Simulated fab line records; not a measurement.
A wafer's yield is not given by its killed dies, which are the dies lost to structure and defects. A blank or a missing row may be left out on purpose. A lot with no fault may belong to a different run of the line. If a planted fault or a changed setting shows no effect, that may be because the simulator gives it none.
fab line records | flow n5-finfet | part 1 of 2: steps 1 to 3 of 6
record: lots: 24 wafers: 72 last-day: 17
route steps=1938 shown BEOL_M0_SAQP@692 BEOL_M0@716
lots with no fault: from the same line, run without faults
start-h: hours from the record's opening day to when the first of the lot's shown wafers began | wait-h: time in hours since the lot's previous step | " the same as in the row above | L1.1+2: several wafers, shown together as one row | - no value, or no start was given | * or withheld: withheld | < > ~ a bound
route shown NAME@n: NAME is a module with steps in the file, n the number in the route of the first one | usual: mean/standard deviation of fault-free wafers | same: alike in all rows | chamber/n: place in a boat | sites: the reading at each site | _std_site: the values' standard deviation | _edge_site: the outer-site mean with the inner-site mean subtracted | radius-mm: for every site, how far away it sits from the centre of the wafer | mask NAME#n: copy n | behind: tool/chamber where the wafer was last shaped | hold: why the lot was held/for how many hours/how that ended | device: whichever transistor did not switch (one of n, p or np) | end of line: the tests these same wafers got at the end of their route | a step with no rows: only its recipe | killed: not the wafer's yield, but the dies lost to structure and defects at the first sort | map: a wafer's dies, x killed, . not, _ none there
set.NAME: the setting as run; set.NAME@STEP: as run at that earlier step | model.NAME: the simulator's own value behind a step, which no gauge read
the route's steps for a sample of lots (tables are steps, rows are wafers)
services: from which hour (start-h, from the record's first day; less than 0 if before it) a tool's chamber was out of use, for how many hours, and why
== steps ==
step: N5_BEOL_M0_SAQP_DESCUM_45
recipe: chemistry: O2 time-s: 7 source-power-w: 50 bias-power-w: 20 pressure-mtorr: 20 rf-frequency-hz: 2.712e+07 temp-c: 40 resist: CAR-EUV o2-flow-sccm: 225
usual: bias-power-w: 20.00/0.061 drypump-motor-current-A: 5.6/0.4 oes-product-au: 0.80/0.07 rf-vpp-V: 243.3/1.7 showerhead-plenum-p-Torr: 2.10/0.086 temp-c: 39.98/0.1 throttle-valve-pct: 20.32/0.18
columns lot.wafer tool chamber start-h wait-h bias-power-w drypump-motor-current-A oes-product-au rf-hours-counter-h rf-vpp-V showerhead-plenum-p-Torr temp-c throttle-valve-pct
L074.1 rie-diel-06 2 111.91 0.1 20.01 5.4 0.85 67 244.3 2.24 39.99 20.41
L074.2 " 3 " " 19.96 5.9 0.82 116 240.1 1.93 40.07 20.04
L074.4 " 3 " " 20.01 5.9 0.81 - 240.4 1.93 40.05 20.04
L075.3 rie-diel-05 2 126.51 0.0 20.03 5.1 0.85 51 245.7 2.22 39.94 20.33
L075.4 " 0 " " 20.03 6.0 0.86 53 244.0 2.12 40.09 20.26
L075.6 " 0 " " 20.00 6.0 0.86 - 243.0 2.12 40.01 20.26
L076.1 rie-diel-02 0 127.73 0.1 19.93 5.1 0.76 153 244.5 2.10 40.01 20.47
L076.2 " 1 " " 19.99 6.1 0.80 128 239.6 2.00 39.84 19.96
L076.4 " 3 " " 20.00 5.4 0.73 135 245.8 2.17 40.04 20.31
L077.1 rie-diel-05 1 132.52 0.1 20.01 5.8 0.92 24 245.2 2.15 40.13 20.53
L077.2 " 2 " " 20.02 5.1 0.85 54 244.0 2.22 39.89 20.32
L077.5 " 3 " " 20.17 5.2 0.86 - 243.7 2.14 39.96 20.38
L078.2 rie-diel-05 0 135.45 0.6 19.85 6.0 0.86 55 242.9 2.12 40.04 20.27
L078.3 " 3 " " 20.03 5.2 0.86 32 243.2 2.14 40.03 20.38
L078.5 " 0 " " 19.97 6.1 0.85 - 242.3 2.12 39.94 20.26
L079.1 rie-diel-05 2 140.34 0.0 19.94 5.1 0.85 56 246.4 2.22 39.96 20.32
L079.2 " 3 " " 20.02 5.1 0.86 34 244.5 2.14 39.99 20.37
L079.6 " 1 " " 20.00 5.8 0.91 - 243.9 2.15 39.86 20.52
L080.1 rie-diel-02 0 149.74 0.2 19.99 5.0 0.74 161 242.6 2.10 40.11 20.50
L080.2 " 3 " " 19.98 5.5 0.74 140 245.7 2.17 39.88 20.32
L080.4 " 1 " " 20.04 6.0 0.80 137 242.0 1.99 40.19 19.98
L081.2 rie-diel-06 2 153.72 0.1 20.04 5.4 0.84 84 245.2 2.23 39.91 20.43
L081.3 " 1 " " 20.04 4.7 0.68 227 241.0 2.07 40.01 20.49
L081.6 " 1 " " 19.97 4.7 0.67 - 242.1 2.07 39.82 20.49
L082.1 rie-diel-05 3 161.16 0.4 19.96 5.2 0.86 40 243.0 2.14 40.11 20.41
L082.2 " 0 " " 20.01 6.1 0.84 64 245.0 2.12 39.93 20.28
L082.6 " 3 " " 20.01 5.2 0.85 - 244.0 2.14 39.95 20.37
L083.1 rie-diel-06 2 166.49 0.4 20.07 5.4 0.83 87 243.3 2.23 39.91 20.45
L083.2 " 0 " " 19.99 5.6 0.96 11 244.5 2.12 40.21 20.04
L083.5 " 2 " " 20.14 5.4 0.84 - 245.6 2.23 39.98 20.45
L084.2 rie-diel-02 2 173.83 0.0 20.15 5.9 0.72 199 242.8 2.06 39.99 20.50
L084.4 " 0 " " 20.05 5.0 0.74 169 242.6 2.10 39.96 20.48
L084.5 " 1 " " 19.99 6.0 0.78 - 243.0 1.99 40.02 19.97
L085.1 rie-diel-05 2 182.30 0.1 20.11 5.1 0.83 68 246.6 2.21 39.85 20.34
L085.3 " 1 " " 19.93 5.8 0.89 39 244.4 2.15 39.96 20.55
L085.5 " 0 " " 19.96 6.0 0.83 - 241.9 2.11 40.01 20.29
L086.1 rie-diel-05 2 186.81 0.0 19.96 5.1 0.83 69 245.0 2.21 40.08 20.34
L086.4 " 1 " " 19.92 5.9 0.89 40 244.0 2.15 39.95 20.56
L086.5 " 0 " " 19.95 6.1 0.83 - 244.4 2.11 39.94 20.27
L087.1 rie-diel-06 3 189.88 0.0 20.03 5.9 0.80 142 240.8 1.92 39.88 20.10
L087.4 " 1 " " 20.05 4.7 0.67 235 241.5 2.06 40.02 20.51
L087.5 " 3 " " 19.94 5.9 0.79 - 240.0 1.92 39.79 20.08
L088.1 rie-diel-02 1 197.15 0.0 20.13 6.0 0.77 152 242.0 1.99 40.06 20.01
L088.3 " 3 " " 20.06 5.5 0.74 154 244.9 2.17 40.03 20.32
L088.6 " 0 " " 20.00 5.0 0.73 - 243.2 2.10 40.02 20.50
L089.3 rie-diel-02 1 205.81 0.0 20.07 6.0 0.77 154 240.8 1.99 40.11 19.99
L089.4 " 2 " " 20.12 5.9 0.71 208 242.4 2.05 39.92 20.51
L089.6 " 1 " " 20.05 6.0 0.78 - 242.3 1.99 40.10 19.99
L090.4 rie-diel-02 1 210.39 0.1 19.86 6.0 0.77 155 242.3 1.99 40.02 19.98
L090.5 " 2 " " 20.12 5.9 0.71 - 243.2 2.05 39.93 20.49
L090.6 " 1 " " 19.93 6.0 0.77 - 242.0 1.99 39.95 20.00
L091.2 rie-diel-02 2 212.92 0.0 20.00 5.9 0.71 210 243.8 2.05 39.93 20.50
L091.3 " 3 " " 20.04 5.5 0.73 159 243.7 2.17 39.95 20.34
L091.5 " 3 " " 19.92 5.5 0.74 - 245.3 2.17 40.01 20.31
L092.2 rie-diel-02 1 217.91 0.0 19.95 6.0 0.77 159 241.0 1.99 39.86 20.00
L092.4 " 3 " " 20.06 5.5 0.74 160 244.4 2.17 39.82 20.35
L092.5 " 3 " " 20.01 5.5 0.73 - 244.6 2.17 39.95 20.35
L093.1 rie-diel-05 1 225.63 0.0 19.93 5.8 0.87 53 243.0 2.14 40.01 20.58
L093.5 " 3 " " 20.04 5.2 0.82 - 245.6 2.13 40.11 20.41
L093.6 " 2 " " 20.04 5.1 0.82 - 246.2 2.21 40.01 20.36
L094.2 rie-diel-06 3 239.47 0.0 19.97 5.9 0.78 157 239.9 1.92 40.10 20.10
L094.4 " 0 " " 19.97 5.6 0.91 - 243.8 2.11 40.01 20.07
L094.6 " 3 " " 19.89 5.9 0.77 - 240.7 1.92 40.27 20.11
L095.1 rie-diel-06 0 240.20 0.0 19.99 5.6 0.91 32 244.8 2.11 39.96 20.08
L095.3 " 2 " " 20.04 5.4 0.82 109 245.2 2.22 39.93 20.48
L095.5 " 2 " " 20.02 5.4 0.82 - 245.8 2.22 40.22 20.47
L097.2 rie-diel-02 2 252.28 0.0 20.00 5.9 0.71 222 242.8 2.05 40.06 20.54
L097.3 " 1 " " 19.98 6.0 0.76 168 241.5 1.98 40.13 20.02
L097.4 " 3 " " 19.92 5.5 0.74 171 245.5 2.16 39.96 20.35
L096.2 rie-diel-06 2 252.81 0.0 20.04 5.4 0.81 114 245.4 2.22 39.89 20.48
L096.4 " 3 " " 20.03 5.9 0.78 - 240.1 1.92 40.00 20.11
L096.6 " 2 " " 20.04 5.4 0.81 - 244.9 2.22 39.89 20.49
step: N5_BEOL_M0_SAQP_ETCH_88
recipe: chemistry: N2/H2 target: underlayer target-depth-a: 65 time-s: 5.2 ion-energy-ev: 200 mask-material: CAR-EUV pressure-mtorr: 30 source-w: 840 bias-w: 150 n2-flow-sccm: 200 h2-flow-sccm: 200 ends: cleared
usual: drypump-motor-current-A: 5.6/0.4 etch-rf-on-time-s: 5.22/0.16 oes-product-au: 0.68/0.06 rf-vpp-V: 524.3/2.8 showerhead-plenum-p-Torr: 2.56/0.11 throttle-valve-pct: 17.77/0.2
columns lot.wafer tool chamber start-h wait-h drypump-motor-current-A etch-rf-on-time-s oes-product-au rf-hours-counter-h rf-vpp-V showerhead-plenum-p-Torr throttle-valve-pct
L074.1 rie-diel-06 2 111.94 0.0 5.4 4.88 0.74 67 528.5 2.68 17.68
L074.2 " 3 " " 5.9 5.14 0.69 116 518.7 2.34 17.39
L074.4 " 3 " " 5.9 5.13 0.70 - 519.1 2.34 17.39
L075.3 rie-diel-05 2 126.54 0.0 5.1 5.10 0.75 51 529.4 2.71 17.72
L075.4 " 0 " " 6.0 5.15 0.73 53 524.8 2.59 17.73
L075.6 " 0 " " 6.0 5.17 0.73 - 525.8 2.59 17.73
L076.1 rie-diel-02 0 127.76 0.0 5.1 5.19 0.65 153 524.6 2.52 17.66
L076.2 " 1 " " 6.0 5.10 0.68 128 523.3 2.43 17.47
L076.4 " 3 " " 5.4 5.37 0.64 135 528.4 2.67 18.04
L077.1 rie-diel-05 1 132.55 0.0 5.9 5.21 0.78 24 523.7 2.62 18.08
L077.2 " 2 " " 5.1 5.14 0.73 54 527.5 2.71 17.72
L077.5 " 3 " " 5.2 5.45 0.74 - 526.1 2.62 17.91
L078.2 rie-diel-05 0 135.49 0.0 6.1 5.22 0.73 55 523.0 2.59 17.72
L078.3 " 3 " " 5.2 5.47 0.73 32 527.2 2.62 17.91
L078.5 " 0 " " 6.0 5.23 0.74 - 525.0 2.59 17.70
L079.1 rie-diel-05 2 140.38 0.0 5.1 5.11 0.74 56 529.1 2.70 17.69
L079.2 " 3 " " 5.2 5.41 0.74 34 524.6 2.62 17.92
L079.6 " 1 " " 5.9 5.18 0.77 - 524.8 2.62 18.06
L080.1 rie-diel-02 0 149.77 0.0 5.1 5.23 0.63 161 526.1 2.52 17.66
L080.2 " 3 " " 5.5 5.25 0.65 140 525.3 2.67 18.04
L080.4 " 1 " " 6.0 4.98 0.69 137 521.3 2.43 17.47
L081.2 rie-diel-06 2 153.75 0.0 5.4 4.84 0.73 84 527.8 2.68 17.71
L081.3 " 1 " " 4.7 5.32 0.58 227 524.8 2.49 17.83
L081.6 " 1 " " 4.7 5.36 0.58 - 523.4 2.50 17.81
L082.1 rie-diel-05 3 161.20 0.0 5.2 5.52 0.72 40 526.8 2.61 17.93
L082.2 " 0 " " 6.0 5.26 0.72 64 522.8 2.59 17.73
L082.6 " 3 " " 5.2 5.52 0.73 - 523.6 2.61 17.93
L083.1 rie-diel-06 2 166.52 0.0 5.4 4.90 0.71 87 529.4 2.68 17.71
L083.2 " 0 " " 5.7 5.24 0.81 11 525.2 2.60 17.52
L083.5 " 2 " " 5.4 4.84 0.71 - 526.8 2.67 17.71
L084.2 rie-diel-02 2 173.86 0.0 5.9 5.43 0.61 199 526.4 2.51 17.92
L084.4 " 0 " " 5.0 5.21 0.63 169 521.5 2.52 17.67
L084.5 " 1 " " 6.0 5.15 0.67 - 522.2 2.42 17.48
L085.1 rie-diel-05 2 182.33 0.0 5.1 5.06 0.73 68 529.5 2.70 17.76
L085.3 " 1 " " 5.8 5.22 0.75 39 524.3 2.61 18.09
L085.5 " 0 " " 6.0 5.22 0.71 - 523.1 2.59 17.74
L086.1 rie-diel-05 2 186.85 0.0 5.1 5.09 0.72 69 529.6 2.70 17.76
L086.4 " 1 " " 5.8 5.23 0.76 40 525.5 2.61 18.09
L086.5 " 0 " " 6.0 5.27 0.71 - 521.9 2.59 17.74
L087.1 rie-diel-06 3 189.92 0.0 5.9 5.17 0.67 142 517.3 2.33 17.46
L087.4 " 1 " " 4.7 5.34 0.57 235 525.0 2.49 17.83
L087.5 " 3 " " 5.9 5.19 0.66 - 518.9 2.33 17.42
L088.1 rie-diel-02 1 197.18 0.0 6.0 5.05 0.67 152 521.7 2.42 17.49
L088.3 " 3 " " 5.5 5.28 0.63 154 525.1 2.66 18.07
L088.6 " 0 " " 5.0 5.25 0.63 - 524.9 2.51 17.71
L089.3 rie-diel-02 1 205.84 0.0 6.0 5.07 0.66 154 521.3 2.42 17.50
L089.4 " 2 " " 5.9 5.45 0.60 208 523.4 2.51 17.95
L089.6 " 1 " " 6.0 5.06 0.66 - 520.8 2.42 17.46
L090.4 rie-diel-02 1 210.42 0.0 6.0 5.14 0.67 155 520.3 2.42 17.52
L090.5 " 2 " " 5.9 5.41 0.61 - 522.1 2.50 17.95
L090.6 " 1 " " 6.0 5.10 0.65 - 520.4 2.42 17.48
L091.2 rie-diel-02 2 212.96 0.0 5.9 5.34 0.61 210 522.9 2.51 17.96
L091.3 " 3 " " 5.5 5.24 0.63 159 526.8 2.66 18.09
L091.5 " 3 " " 5.5 5.23 0.63 - 525.6 2.66 18.08
L092.2 rie-diel-02 1 217.95 0.0 6.0 5.14 0.66 159 520.6 2.42 17.52
L092.4 " 3 " " 5.5 5.23 0.63 160 524.5 2.66 18.08
L092.5 " 3 " " 5.4 5.28 0.62 - 526.7 2.66 18.06
L093.1 rie-diel-05 1 225.66 0.0 5.8 5.23 0.75 53 524.1 2.61 18.11
L093.5 " 3 " " 5.2 5.52 0.71 - 523.8 2.60 17.95
L093.6 " 2 " " 5.1 5.18 0.71 - 526.1 2.69 17.77
L094.2 rie-diel-06 3 239.51 0.0 5.9 5.19 0.65 157 518.7 2.32 17.46
L094.4 " 0 " " 5.7 5.25 0.75 - 523.3 2.59 17.56
L094.6 " 3 " " 5.9 5.16 0.67 - 519.7 2.32 17.50
L095.1 rie-diel-06 0 240.24 0.0 5.7 5.29 0.77 32 525.7 2.59 17.56
L095.3 " 2 " " 5.4 4.92 0.69 109 525.5 2.67 17.76
L095.5 " 2 " " 5.4 4.91 0.69 - 526.4 2.67 17.74
L097.2 rie-diel-02 2 252.32 0.0 5.9 5.35 0.60 222 522.4 2.50 17.96
L097.3 " 1 " " 6.0 5.12 0.64 168 523.1 2.41 17.50
L097.4 " 3 " " 5.5 5.30 0.62 171 525.8 2.65 18.12
L096.2 rie-diel-06 2 252.84 0.0 5.4 4.89 0.70 114 528.1 2.66 17.76
L096.4 " 3 " " 5.9 5.17 0.66 - 516.3 2.32 17.47
L096.6 " 2 " " 5.4 4.89 0.68 - 525.6 2.66 17.76
step: N5_BEOL_M0_HM_OPEN_105
recipe: chemistry: Cl2/BCl3 target-depth-a: 120 target: TiN ion-energy-ev: 150 pressure-mtorr: 10 icp-w: 1000 bias-w: 126 Cl2_flow_sccm: 53.25 bcl3-flow-sccm: 21.75 Ar_flow_sccm: 25
usual: drypump-motor-current-A: 5.7/0.53 oes-product-au: 0.76/0.086 throttle-valve-pct: 22.09/0.1
columns lot.wafer tool chamber start-h wait-h drypump-motor-current-A oes-product-au rf-hours-counter-h throttle-valve-pct
L074.1 rie-metal-03 1 114.01 0.1 6.6 0.80 33 22.12
L074.2 " 0 " " 5.2 0.83 22 21.95
L074.4 " 1 " " 6.6 0.81 - 22.12
L075.3 rie-metal-01 1 128.27 0.1 5.5 0.68 - 22.04
L075.4 " 0 " " 5.4 0.83 - 22.07
L075.6 " 0 " " 5.4 0.83 - 22.10
L076.1 rie-metal-01 1 131.10 1.7 5.5 0.68 90 22.02
L076.2 " 0 " " 5.4 0.83 28 22.09
L076.4 " 1 " " 5.5 0.68 - 22.04
L077.1 rie-metal-03 0 136.69 2.0 5.2 0.81 24 21.96
L077.2 " 1 " " 6.6 0.80 35 22.14
L077.5 " 1 " " 6.6 0.80 - 22.13
L078.2 rie-metal-01 1 139.52 1.5 5.5 0.67 91 22.04
L078.3 " 0 " " 5.4 0.84 - 22.06
L078.5 " 0 " " 5.4 0.82 - 22.09
L079.1 rie-metal-01 1 143.32 1.2 5.5 0.67 91 22.05
L079.2 " 0 " " 5.4 0.82 29 22.10
L079.6 " 0 " " 5.4 0.82 - 22.08
L080.1 rie-metal-01 0 151.93 0.4 5.4 0.82 30 22.09
L080.2 " 1 " " 5.5 0.67 92 22.05
L080.4 " 1 " " 5.5 0.68 - 22.04
L081.2 rie-metal-01 0 155.64 0.3 5.4 0.83 30 22.10
L081.3 " 0 " " 5.4 0.81 - 22.09
L081.6 " 1 " " 5.5 0.68 - 22.05
L082.1 rie-metal-01 0 163.53 0.5 5.4 0.80 31 22.10
L082.2 " 1 " " 5.5 0.67 93 22.05
L082.6 " 0 " " 5.4 0.80 - 22.11
L083.1 rie-metal-03 1 168.75 0.1 6.6 0.79 38 22.14
L083.2 " 0 " " 5.2 0.80 28 21.96
L083.5 " 1 " " 6.6 0.78 - 22.15
L084.2 rie-metal-02 0 176.07 0.6 5.5 0.64 - 22.02
L084.4 " 0 " " 5.5 0.64 - 22.04
L084.5 " 0 " " 5.5 0.64 - 22.04
L085.1 rie-metal-02 0 187.42 2.1 5.5 0.64 109 22.02
L085.3 " 0 " " 5.5 0.64 - 22.01
L085.5 " 0 " " 5.5 0.64 - 22.02
L086.1 rie-metal-03 1 191.31 1.8 6.6 0.78 41 22.15
L086.4 " 1 " " 6.6 0.77 - 22.15
L086.5 " 1 " " 6.6 0.77 - 22.16
L087.1 rie-metal-02 0 192.82 0.2 5.5 0.65 110 22.04
L087.4 " 0 " " 5.5 0.63 - 22.04
L087.5 " 0 " " 5.5 0.64 - 22.02
L088.1 rie-metal-01 1 199.54 0.1 5.5 0.65 96 22.06
L088.3 " 0 " " 5.4 0.79 - 22.12
L088.6 " 1 " " 5.5 0.66 - 22.05
L089.3 rie-metal-03 0 208.14 0.1 5.2 0.79 - 21.97
L089.4 " 1 " " 6.6 0.78 - 22.15
L089.6 " 0 " " 5.2 0.78 - 21.96
L090.4 rie-metal-02 1 214.62 1.4 6.4 0.90 - 22.33
L090.5 " 1 " " 6.5 0.89 - 22.31
L090.6 " 0 " " 5.5 0.63 - 22.03
L091.2 rie-metal-03 0 215.40 0.1 5.2 0.79 32 21.98
L091.3 " 0 " " 5.2 0.78 - 21.97
L091.5 " 1 " " 6.6 0.76 - 22.16
L092.2 rie-metal-02 0 220.60 0.1 5.5 0.63 112 22.04
L092.4 " 0 " " 5.5 0.64 - 22.03
L092.5 " 1 " " 6.4 0.89 - 22.30
L093.1 rie-metal-02 1 228.03 0.1 6.4 0.88 4 22.31
L093.5 " 1 " " 6.4 0.88 - 22.33
L093.6 " 0 " " 5.5 0.63 - 22.03
L094.2 rie-metal-01 0 242.79 0.8 5.4 0.79 38 22.12
L094.4 " 1 " " 5.5 0.66 - 22.09
L094.6 " 0 " " 5.4 0.80 - 22.14
L095.1 rie-metal-03 0 243.04 0.4 5.2 0.77 34 21.99
L095.3 " 1 " " 6.6 0.76 - 22.16
L095.5 " 1 " " 6.6 0.77 - 22.15
L097.2 rie-metal-03 1 254.07 0.1 6.6 0.75 46 22.17
L097.3 " 0 " " 5.2 0.78 - 21.98
L097.4 " 1 " " 6.6 0.76 - 22.17
L096.2 rie-metal-02 0 255.08 0.4 5.5 0.64 115 22.03
L096.4 " 1 " " 6.4 0.87 - 22.32
L096.6 " 1 " " 6.5 0.86 - 22.32
